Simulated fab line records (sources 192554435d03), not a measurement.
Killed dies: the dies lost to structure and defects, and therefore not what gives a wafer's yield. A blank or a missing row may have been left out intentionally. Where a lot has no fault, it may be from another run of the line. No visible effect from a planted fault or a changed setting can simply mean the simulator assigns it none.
Problem report, 8D (eight disciplines) form, completed by code ; flow n5-finfet ; the parts of the form that need people (team, actions taken, sign-off) are left out

## 1. PROBLEM STATEMENT
Wafers without a fault read 0.69 a.u., standard deviation 0.074; oes-product-au at N5_SD_EPI_N_ETCHBACK_44 reads a mean of 0.33 a.u. on 6 wafers belonging to 2 lots. That is -4.9 standard deviations from the usual mean.
The step: etches SiNx in CH3F/O2, stops on SiO2, target depth 14.5 nm.
First observed at day 7 08:16: wafer L912.2, on rie-diel-05. The record holds 24 wafers of 8 lots with a number at this step. By rule, "out" or "out of limits" means more than 4 standard deviations away from the usual mean. The other wafers with a number count as sound.

## 2. WHAT IT IS; WHAT IT IS NOT
question;is;is not
which readings at this step;oes-product-au;O2_flow_sccm, drypump-motor-current-A, showerhead-plenum-p-Torr, throttle-valve-pct
which lots;L912, L914;L898, L906, L907, L915, L917, L918
which wafers of those lots;all that have a number;-
read on which tools;rie-diel-05;rie-diel-01, rie-diel-06
when;from day 7 08:16;"up to then (9 sound wafers); but 9 sound wafers of L915, L917, L918 came after"

## 3. THE SUSPECTS, EACH WITH WHAT RULES IT OUT
Counting: a tool at any process step up to the reading remains a suspect when it ran all the lots that are out and ran no sound lot after the first of those.
- ald-sin-01 at N5_SPACER0_ALD_00 (deposits SiOCN, target thk 3.5 nm, pulse time 3 s, purge time 2 s): ruled out as a lasting fault. The sound lots L915, L918 went through it after L912, its earliest lot that is out (day 7 06:53).
- rie-diel-05 at N5_SD_EPI_N_ETCH_35 (etches SOC in N2/H2, overetch 108 nm, time 486 s): kept. All lots that are out passed through it, beginning with L912 at day 7 07:56, and no sound lot followed; its final sound lot before that point was L907 at day 6 02:54.
- rie-diel-05 at N5_SD_EPI_N_ETCHBACK_44 (etches SiNx in CH3F/O2, stops on SiO2, target depth 14.5 nm): kept. All lots that are out passed through it, beginning with L912 at day 7 08:16, and no sound lot followed; its final sound lot before that point was L907 at day 6 03:23. On those wafers its own readings are out: oes-product-au.
After counting, rie-diel-05 at N5_SD_EPI_N_ETCH_35 and rie-diel-05 at N5_SD_EPI_N_ETCHBACK_44 remain.

## 4. THE CAUSE (what the simulator had put in)
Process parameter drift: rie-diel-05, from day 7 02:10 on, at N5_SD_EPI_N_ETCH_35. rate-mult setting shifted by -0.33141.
After counting, 2 suspects remain, this tool included.

## 5. THE CHAIN OF EFFECTS, in route order
One row per reading whose mean, taken over the struck wafers that have a number, lies over 3 standard deviations from the usual. Only readings whose record carries a usual standard deviation are examined. hours: median over the lots of the time between each lot's start at the first step of this table that gives one and its start at this step. sigmas: the change, counted in usual standard deviations.
hours;step;reading;usual;on struck wafers;change;sigmas
0;N5_SD_EPI_N_ETCHBACK_44;oes-product-au;0.69 a.u.;0.33;-0.36;-4.9
207;N5_PASSIVATION_PROBE_49;defect-limited-yield;91.5 %;0.0;-91.5;-70
207;N5_PASSIVATION_PROBE_49;killed-at-front-end;38;1129;+1091;+99 or more
207;N5_PASSIVATION_PROBE_49;killed-dies;101;1180;+1079;+67
207;N5_PASSIVATION_PROBE_49;killed-on-rim;13;152;+139;+41
207;N5_PASSIVATION_PROBE_49;sort_bin_5_function;5.0 %;96.8;+91.8;+99 or more
207;N5_PASSIVATION_PROBE_49;sort-n-pass;1079;0;-1079;-67
207;N5_PASSIVATION_PROBE_49;sort-yield-pct;91.5 %;0.0;-91.5;-70
Its process steps:
- N5_SD_EPI_N_ETCHBACK_44: etches SiNx in CH3F/O2, stops on SiO2, target depth 14.5 nm.
- N5_PASSIVATION_PROBE_49

## 6. HOW IT WOULD HAVE BEEN CAUGHT EARLIER
First out-of-limits reading in this record: day 7 08:16, which is 6 hours after fault onset at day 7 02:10.
No tool reading at N5_SD_EPI_N_ETCH_35 that has a usual standard deviation in the record was out on any struck wafer, so an alarm limit of 4 standard deviations on those readings would not have fired.
Lots out: 2; of these, L914 started N5_SD_EPI_N_ETCH_35 on rie-diel-05 after day 7 08:16. A hold on the tool at that time would have spared it.
